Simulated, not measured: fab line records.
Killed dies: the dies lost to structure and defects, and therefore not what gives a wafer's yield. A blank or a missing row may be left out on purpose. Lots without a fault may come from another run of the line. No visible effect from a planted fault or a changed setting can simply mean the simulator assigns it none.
fab line records + flow nand_harc
record
- lots=5
- wafers=15
- last_day=33
route steps=1302 shown P_STI@107 P_GATE@110 END@1302
lots untouched by any fault: they come from a run of this same line in which no faults occurred
start_h: the number of hours between the record's first day and the start of the first shown wafer of the lot + wait_h: hours from the lot's prior step to this one + " repeats the value in the row above + L1.1+2: one row covering several wafers at once + - either no value or no given start + * or withheld: withheld + < > ~ a bound
route shown NAME@n: names a module that has steps shown in the file, with the first one's number in the route + usual: mean/standard deviation of fault-free wafers + same: alike in all rows + chamber/n: place in a boat + sites: the reading at each site + _std_site: the values' standard deviation + _edge_site: the outer-site mean with the inner-site mean subtracted + radius_mm: how far each site lies from the wafer's centre + mask NAME#n: copy n + behind: tool/chamber where the wafer was last shaped + hold: why the lot went on hold/how many hours it stayed there/how the hold came to an end + device: transistor that didn't switch, given as n, p or np + end of line: at the end of the route, the tests of the same wafers + a step given without rows: its recipe and nothing more + killed: count of dies lost to structure and defects at first sort (not the wafer's yield) + map: a wafer's dies, marking killed ones x, the rest . and places with no die _
set.NAME: the setting as run; set.NAME@STEP: as run at that earlier step + model.NAME: the simulator's own value behind a step, which no gauge read
lots seen at some steps along the route; tables by step, rows by wafer
services: the hour from which a tool's chamber was out of use, counted from the record's first day as start_h (under 0 if before that day), plus the number of hours and why
## steps
# step NHARC_P_STI_SRD_39
# step NHARC_P_STI_OXIDE_40
# recipe
- target_thk_a=100
- temp_c=900
- ox_time_s=1362
- material=SiO2
# step NHARC_P_STI_INSPECT_25
# usual
- raw_defect_count=203/70
| lot.wafer | tool              | chamber | start_h | wait_h | raw_defect_count |
|-----------|-------------------|---------|---------|--------|------------------|
| L779.1    | defect_inspect-02 | -       | 124.37  | 0.4    | 160              |
| L779.4    | "                 | -       | "       | "      | 106              |
| L779.6    | "                 | -       | "       | "      | 118              |
| L782.2    | defect_inspect-02 | -       | 154.08  | 0.4    | 224              |
| L782.3    | "                 | -       | "       | "      | 153              |
| L782.5    | "                 | -       | "       | "      | 130              |
| L791.2    | defect_inspect-02 | -       | 245.69  | 0.4    | 302              |
| L791.5    | "                 | -       | "       | "      | 172              |
| L791.6    | "                 | -       | "       | "      | 117              |
| L795.2    | defect_inspect-02 | -       | 276.81  | 0.4    | 184              |
| L795.3    | "                 | -       | "       | "      | 187              |
| L795.6    | "                 | -       | "       | "      | 313              |
| L797.3    | defect_inspect-01 | -       | 301.31  | 0.4    | 148              |
| L797.4    | "                 | -       | "       | "      | 160              |
| L797.5    | "                 | -       | "       | "      | 211              |
# step NHARC_P_GATE_ETCH_69
# recipe
- target_depth_a=140
- chemistry=dHF
- material=SiO2
# step NHARC_P_GATE_PRECLEAN_70
# recipe
- time_s=*
- temp_c=50
- bath_age_min=0
- chemistry=SC1
# step NHARC_P_GATE_SRD_01
# step NHARC_P_GATE_OXIDE_02
# recipe
- target_thk_a=375
- temp_c=950
- p_h2o_torr=720
- ox_time_s=365
- material=SiO2
# step NHARC_P_GATE_DEHYDRATE_03
# recipe
- temp_c=150
- time_s=120
# step NHARC_P_GATE_HMDS_04
# recipe
- time_s=30
# step NHARC_P_GATE_COAT_05
# recipe
- spin_rpm=4690
# step NHARC_P_GATE_SOFTBAKE_06
# recipe
- temp_c=122
- time_s=95
# step NHARC_P_GATE_EBR_07
# step NHARC_P_GATE_EXPOSE_08
# recipe
- na=0.6
- dose_mj=16.75
- mask_id=P_HV
# usual
- focus_offset_nm=0.0/0.5
| lot.wafer | tool           | chamber | start_h | wait_h | mask    | focus_offset_nm |
|-----------|----------------|---------|---------|--------|---------|-----------------|
| L779.1    | krf_scanner-01 | 0       | 132.53  | -      | P_HV#0  | 0.0             |
| L779.4    | "              | 0       | "       | "      | P_HV#0  | -0.8            |
| L779.6    | "              | 0       | "       | "      | P_HV#0  | -0.5            |
| L782.2    | krf_scanner-03 | 0       | 162.30  | -      | P_PSD#0 | -0.2            |
| L782.3    | "              | 0       | "       | "      | P_PSD#0 | 0.0             |
| L782.5    | "              | 0       | "       | "      | P_PSD#0 | -0.1            |
| L791.2    | krf_scanner-03 | 0       | 256.66  | -      | P_HV#0  | -0.9            |
| L791.5    | "              | 0       | "       | "      | P_HV#0  | -0.4            |
| L791.6    | "              | 0       | "       | "      | P_HV#0  | -0.1            |
| L795.2    | krf_scanner-02 | 0       | 285.26  | -      | P_HV#0  | 0.2             |
| L795.3    | "              | 0       | "       | "      | P_HV#0  | 0.6             |
| L795.6    | "              | 0       | "       | "      | P_HV#0  | 0.0             |
| L797.3    | krf_scanner-03 | 0       | 309.88  | -      | P_HV#0  | -0.1            |
| L797.4    | "              | 0       | "       | "      | P_HV#0  | -0.1            |
| L797.5    | "              | 0       | "       | "      | P_HV#0  | 0.3             |
# step NHARC_P_GATE_PEB_09
# recipe
- peb_temp_c=118
- peb_time_s=85
# step NHARC_P_GATE_DEVELOP_10
# recipe
- time_s=70
# step NHARC_P_GATE_CD_MEAS_11
# recipe
- target_cd_nm=1640
- landing_energy_ev=500
# usual
- cd_nm=1640.7/1.2
| lot.wafer | tool      | chamber | start_h | wait_h | cd_nm  |
|-----------|-----------|---------|---------|--------|--------|
| L779.1    | cd_sem-02 | 0       | 132.69  | -      | 1639.2 |
| L779.4    | "         | 0       | "       | "      | 1640.1 |
| L779.6    | "         | 0       | "       | "      | 1642.2 |
| L782.2    | cd_sem-03 | 0       | 162.45  | -      | -      |
| L782.3    | "         | 0       | "       | "      | -      |
| L782.5    | "         | 0       | "       | "      | -      |
| L791.2    | cd_sem-03 | 0       | 256.81  | -      | 1637.6 |
| L791.5    | "         | 0       | "       | "      | 1639.7 |
| L791.6    | "         | 0       | "       | "      | 1639.3 |
| L795.2    | cd_sem-03 | 0       | 285.41  | -      | 1640.2 |
| L795.3    | "         | 0       | "       | "      | 1638.7 |
| L795.6    | "         | 0       | "       | "      | 1639.4 |
| L797.3    | cd_sem-02 | 0       | 310.03  | -      | 1640.5 |
| L797.4    | "         | 0       | "       | "      | 1641.7 |
| L797.5    | "         | 0       | "       | "      | 1640.2 |
# step NHARC_P_GATE_HARDBAKE_12
# recipe
- temp_c=125
- time_s=80
# step NHARC_END_SORT_01
# recipe
- temp_c=25
# usual
- killed_at_array=52/16
- killed_at_other=0.8/1.1
- killed_at_periphery=4.2/2.5
- killed_dies=57/16
- killed_open=3.4/2
- killed_short=2.6/1.6
# same
- gross_dies=677
| lot.wafer | tool      | chamber | start_h | wait_h | killed_at_array | killed_at_other | killed_at_periphery | killed_dies | killed_open | killed_short |
|-----------|-----------|---------|---------|--------|-----------------|-----------------|---------------------|-------------|-------------|--------------|
| L779.1    | prober-01 | 0       | 602.60  | 2.5    | 59              | 1               | 0                   | 60          | 1           | 1            |
| L779.6    | prober-01 | 0       | 606.63  | 4.0    | 90              | 0               | 0                   | 90          | 3           | 0            |
| L782.2    | prober-02 | 0       | 635.10  | 2.8    | 45              | 2               | 630                 | 677         | 6           | 2            |
| L782.3    | prober-02 | 0       | 635.89  | 3.1    | 55              | 2               | 620                 | 677         | 1           | 3            |
| L782.5    | prober-02 | 0       | 637.47  | 3.7    | 61              | 1               | 615                 | 677         | 2           | 5            |
| L795.2    | prober-01 | 0       | 762.29  | 2.8    | 48              | 1               | 2                   | 51          | 2           | 4            |
| L795.3    | prober-01 | 0       | 763.08  | 3.1    | 50              | 0               | 2                   | 52          | 6           | 2            |
| L795.6    | prober-01 | 0       | 765.48  | 4.0    | 54              | 0               | 3                   | 57          | 0           | 2            |
# killed by level:class
L779.1 A_SLIT:chamber_film_flake=19 A_CHANNEL_HOLE_D2:chamber_film_flake=14 A_CHANNEL_HOLE_D1:chamber_film_flake=12 A_CONTACT:chamber_film_flake=5 A_STAIRCASE:chamber_film_flake=2 A_WL_FILL:chamber_film_flake=2 A_SOURCE_PLATE:geometric_particle:short=1 A_M0:geometric_particle:open=1
L779.6 A_CHANNEL_HOLE_D1:chamber_film_flake=32 A_SLIT:chamber_film_flake=25 A_CHANNEL_HOLE_D2:chamber_film_flake=19 A_CONTACT:chamber_film_flake=7 A_CHANNEL_FILL_D2:geometric_particle:open=2 A_M0:chamber_film_flake=2 A_ONON_D2:geometric_particle:open=1 A_ZERO_WELL:chamber_film_flake=1
L782.2 P_GATE:area_expose=626 A_CHANNEL_HOLE_D1:chamber_film_flake=18 A_CHANNEL_HOLE_D2:chamber_film_flake=15 A_CHANNEL_FILL_D1:geometric_particle:open=2 A_WL_FILL:geometric_particle:short=2 A_WL_FILL:geometric_particle:open=2 P_STI:chamber_film_flake=2 A_CONTACT:chamber_film_flake=2
L782.3 P_GATE:area_expose=617 A_CHANNEL_HOLE_D1:chamber_film_flake=31 A_CHANNEL_HOLE_D2:chamber_film_flake=9 A_STAIRCASE:chamber_film_flake=5 A_CONTACT:chamber_film_flake=3 P_M2:chamber_film_flake=2 THIN_TSV:chamber_film_flake=2 A_CHANNEL_FILL_D1:geometric_particle:short=1
L782.5 P_GATE:area_expose=610 A_CHANNEL_HOLE_D1:chamber_film_flake=32 A_CHANNEL_HOLE_D2:chamber_film_flake=11 A_CONTACT:chamber_film_flake=4 P_STI:chamber_film_flake=3 A_CHANNEL_FILL_D1:chamber_film_flake=3 A_CHANNEL_FILL_D1:geometric_particle:short=2 A_CHANNEL_FILL_D2:geometric_particle:short=2
L795.2 A_CHANNEL_HOLE_D2:chamber_film_flake=20 A_CONTACT:chamber_film_flake=8 A_CHANNEL_HOLE_D1:chamber_film_flake=7 A_SLIT:chamber_film_flake=5 A_WL_FILL:geometric_particle:short=2 P_GATE:chamber_film_flake=2 A_WL_FILL:chamber_film_flake=2 A_SOURCE_PLATE:geometric_particle:short=1
L795.3 A_CHANNEL_HOLE_D1:chamber_film_flake=13 A_CHANNEL_HOLE_D2:chamber_film_flake=13 A_SLIT:chamber_film_flake=7 A_CONTACT:chamber_film_flake=4 A_WL_FILL:chamber_film_flake=3 A_DECK1_JOINT:geometric_particle:short=2 A_ONON_D2:geometric_particle:open=2 A_M0:geometric_particle:open=2
L795.6 A_CHANNEL_HOLE_D2:chamber_film_flake=24 A_CHANNEL_HOLE_D1:chamber_film_flake=16 A_SLIT:chamber_film_flake=9 A_ZERO_WELL:chamber_film_flake=2 A_WL_FILL:chamber_film_flake=2 P_M0:geometric_particle:short=1 P_M2:geometric_particle:short=1 P_GATE:chamber_film_flake=1
# map L782.2 (x killed, . not)
____________x____________
_________xxxxxxx_________
_______xxxxxxxxxxx_______
______xxxxxxxxxxxxx______
_____xxxxxxxxxxxxxxx_____
____xxxxxxxxxxxxxxxxx____
____xxxxxxxxxxxxxxxxx____
___xxxxxxxxxxxxxxxxxxx___
___xxxxxxxxxxxxxxxxxxx___
__xxxxxxxxxxxxxxxxxxxxx__
__xxxxxxxxxxxxxxxxxxxxx__
_xxxxxxxxxxxxxxxxxxxxxxx_
_xxxxxxxxxxxxxxxxxxxxxxx_
_xxxxxxxxxxxxxxxxxxxxxxx_
_xxxxxxxxxxxxxxxxxxxxxxx_
_xxxxxxxxxxxxxxxxxxxxxxx_
xxxxxxxxxxxxxxxxxxxxxxxxx
xxxxxxxxxxxxxxxxxxxxxxxxx
xxxxxxxxxxxxxxxxxxxxxxxxx
xxxxxxxxxxxxxxxxxxxxxxxxx
xxxxxxxxxxxxxxxxxxxxxxxxx
_xxxxxxxxxxxxxxxxxxxxxxx_
_xxxxxxxxxxxxxxxxxxxxxxx_
_xxxxxxxxxxxxxxxxxxxxxxx_
_xxxxxxxxxxxxxxxxxxxxxxx_
_xxxxxxxxxxxxxxxxxxxxxxx_
__xxxxxxxxxxxxxxxxxxxxx__
__xxxxxxxxxxxxxxxxxxxxx__
___xxxxxxxxxxxxxxxxxxx___
___xxxxxxxxxxxxxxxxxxx___
____xxxxxxxxxxxxxxxxx____
____xxxxxxxxxxxxxxxxx____
_____xxxxxxxxxxxxxxx_____
______xxxxxxxxxxxxx______
_______xxxxxxxxxxx_______
_________xxxxxxx_________
____________x____________
# map L797.3 (x killed, . not)
____________.____________
_________x......_________
_______..........._______
______.x...........______
_____..x..x........._____
____.................____
____...x.............____
___..............x...x___
___...................___
__.....................__
__................x....__
_......................x_
_......................._
_..................xxx.._
_..................xx.x._
_..............x.....x.x_
...................xxx.x.
...................xxxxxx
..............x.x.xx.xxxx
x................x.xx.xx.
..............x..xxx..x..
_..........x........x..._
_......................._
_............x.x..x....._
_.............xx........_
_......................._
__...........x.x.x.....__
__.....x.......xx......__
___..............xx...___
___...................___
____.................____
____..........x......____
_____x.............._____
______.....x.......______
_______..........._______
_________......._________
____________.____________
## services
| tool           | chamber | start_h | hours | kind        |
|----------------|---------|---------|-------|-------------|
| krf_scanner-01 | -       | 140.00  | 4.0   | pm          |
| krf_scanner-02 | -       | 150.59  | 0.2   | repair      |
| krf_scanner-03 | 0       | 184.84  | -     | calibration |
| krf_scanner-02 | 0       | 185.56  | -     | calibration |
| krf_scanner-01 | 0       | 222.55  | -     | calibration |
| krf_scanner-03 | -       | 224.00  | 4.0   | pm          |
| krf_scanner-02 | -       | 266.00  | 4.0   | pm          |
| krf_scanner-01 | -       | 284.57  | 0.2   | repair      |
| krf_scanner-01 | -       | 298.01  | 2.1   | repair      |
## key
first_sign
- step=NHARC_P_GATE_EXPOSE_08
- reading=mask
- direction=changed
effect
- step=NHARC_P_GATE_CD_MEAS_11
- reading=cd_nm
- direction=missing
effect
- step=NHARC_END_SORT_01
- reading=killed_at_periphery
- direction=up
- sigmas=99+
- usual=4.2
- struck=621.7
more_kills_born_at
- NHARC_P_GATE_EXPOSE_08@krf_scanner-03=1853
met_at NHARC_P_GATE_EXPOSE_08
struck_wafers L782.2,L782.3,L782.5
later_rows_left_out L782.2,L782.3,L782.5
tester_left_out L782
fault
- kind=wrong_mask
- tool=any
- chamber=-
- onset_h=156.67
- steps=NHARC_P_GATE_EXPOSE_08
- aux_copy=P_PSD#0
- scope=struck_lots_only
# tester_left_out: of these lots the tester's yield and bins aren't shown, on N5 and GAA mostly nor the transistor test; their killed dies are dies lost to structure and defects alone, not to doping, threshold or leakage, so they don't give the yield
# later_rows_left_out: the simulator's readings of these wafers behind a module that went badly wrong aren't trusted and aren't shown, but for the sort
